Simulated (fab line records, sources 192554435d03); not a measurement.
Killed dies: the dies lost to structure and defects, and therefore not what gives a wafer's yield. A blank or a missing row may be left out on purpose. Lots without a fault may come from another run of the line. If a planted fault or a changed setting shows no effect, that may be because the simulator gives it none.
2 desks, one fault | flow n5_finfet | every desk sees just its own numbers, and what lay behind them comes last

== AT THE METROLOGY DESK ==
What the gauges read, lot by lot, whatever tool the lot ran on: means of the sampled wafers that have a number. The brackets show how far a lot's mean lies from the usual mean; more than 4 standard deviations puts the lot out of limits, marked OUT. Of its 12 readings 7 are shown: the one that was out of limits first, and those that lie furthest out on some lot.
Columns: A = trench_depth_nm at N5_BEOL_M3_OCD_MEAS_38, usual 55.0 nm; B = DIBL_N at N5_BEOL_M4_RC_MEAS_101, usual 36.3 mV/V; C = ION_N at N5_BEOL_M4_RC_MEAS_101, usual 675 uA/um; D = ION_P at N5_BEOL_M4_RC_MEAS_101, usual 462 uA/um; E = SS_P at N5_BEOL_M4_RC_MEAS_101, usual 73.4 mV/dec; F = VT_N at N5_BEOL_M4_RC_MEAS_101, usual 249.5 mV; G = VT_P at N5_BEOL_M4_RC_MEAS_101, usual -250.1 mV
lot  | first seen here | A               | B    | C   | D   | E    | F     | G
L852 | day 8 09:48     | 54.4            | 35.4 | 672 | 453 | 73.3 | 253.5 | -252.6
L853 | day 8 12:23     | 55.0            | 38.0 | 660 | 453 | 73.6 | 252.0 | -252.9
L854 | day 8 17:28     | 56.2            | 36.1 | 671 | 462 | 73.8 | 247.7 | -245.3
L856 | day 8 23:47     | 54.8            | 35.3 | 657 | 450 | 73.6 | 251.2 | -252.7
L857 | day 9 00:11     | 54.9            | 35.5 | 675 | 469 | 73.3 | 248.5 | -247.6
L858 | day 9 10:05     | 55.4            | 35.1 | 666 | 463 | 72.4 | 251.0 | -250.1
L862 | day 11 02:53    | 55.0            | 37.5 | 681 | 465 | 73.4 | 247.6 | -248.2
L868 | day 13 04:42    | 51.0 (-5.1) OUT | 36.9 | 658 | 452 | 73.3 | 251.7 | -252.9
L870 | day 13 10:24    | 56.3            | 35.5 | 678 | 463 | 73.1 | 250.3 | -251.0
This desk finds L868 out of limits, L868 being first, at day 13 19:15 (trench_depth_nm at N5_BEOL_M3_OCD_MEAS_38). L852, L853, L854, L856, L857, L858, L862, L870 stayed within limits.

== THE TOOL OWNER'S DESK: rie_diel-02 ==
The tool's own readings at N5_BEOL_M3_TRENCH_ETCH_37 (etches SiOC in C4F6/O2, target depth 55.555 nm, time 29.2 s): means of the sampled wafers that have a number, for each lot that ran on this tool. The brackets show how far a lot's mean lies from the usual mean; more than 4 standard deviations puts the lot out of limits, marked OUT.
Columns: A = drypump_motor_current_A at N5_BEOL_M3_TRENCH_ETCH_37, usual 5.3 A; B = oes_product_au at N5_BEOL_M3_TRENCH_ETCH_37, usual 0.75 a.u.; C = rf_vpp_V at N5_BEOL_M3_TRENCH_ETCH_37, usual 667 V; D = run_length_s at N5_BEOL_M3_TRENCH_ETCH_37, usual 52.5 s; E = showerhead_plenum_p_Torr at N5_BEOL_M3_TRENCH_ETCH_37, usual 2.91 Torr; F = throttle_valve_pct at N5_BEOL_M3_TRENCH_ETCH_37, usual 20.87 %
lot  | first seen here | A   | B    | C   | D               | E    | F
L854 | day 9 09:55     | 5.0 | 0.83 | 667 | 52.6            | 3.00 | 21.08
L857 | day 9 16:55     | 5.0 | 0.73 | 670 | 52.1            | 2.95 | 21.09
L858 | day 10 09:01    | 5.3 | 0.81 | 668 | 52.8            | 2.99 | 20.85
L862 | day 11 07:53    | 5.0 | 0.75 | 666 | 52.2            | 2.96 | 21.00
L868 | day 13 19:06    | 5.0 | 0.67 | 674 | 49.8 (-6.4) OUT | 2.92 | 21.02
This desk finds L868 out of limits, L868 being first, at day 13 19:06 (run_length_s at N5_BEOL_M3_TRENCH_ETCH_37). L854, L857, L858, L862 stayed within limits.

== ALL TOGETHER ==
The tool owner's desk had the chance to raise an alarm at day 13 19:06 on L868.
At day 13 19:15 the metrology desk could have sounded an alarm, on L868.
Every lot named ran N5_BEOL_M3_TRENCH_ETCH_37 on rie_diel-02.

== WHAT HAD BEEN PUT IN BY THE SIMULATOR ==
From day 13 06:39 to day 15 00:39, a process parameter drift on rie_diel-02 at N5_BEOL_M3_TRENCH_ETCH_37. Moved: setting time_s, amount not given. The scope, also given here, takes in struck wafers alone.
Shown lots that were struck: L868.
Hours from the fault's start to each desk's first reading out of limits: the tool owner's desk, 12; the metrology desk, 13.
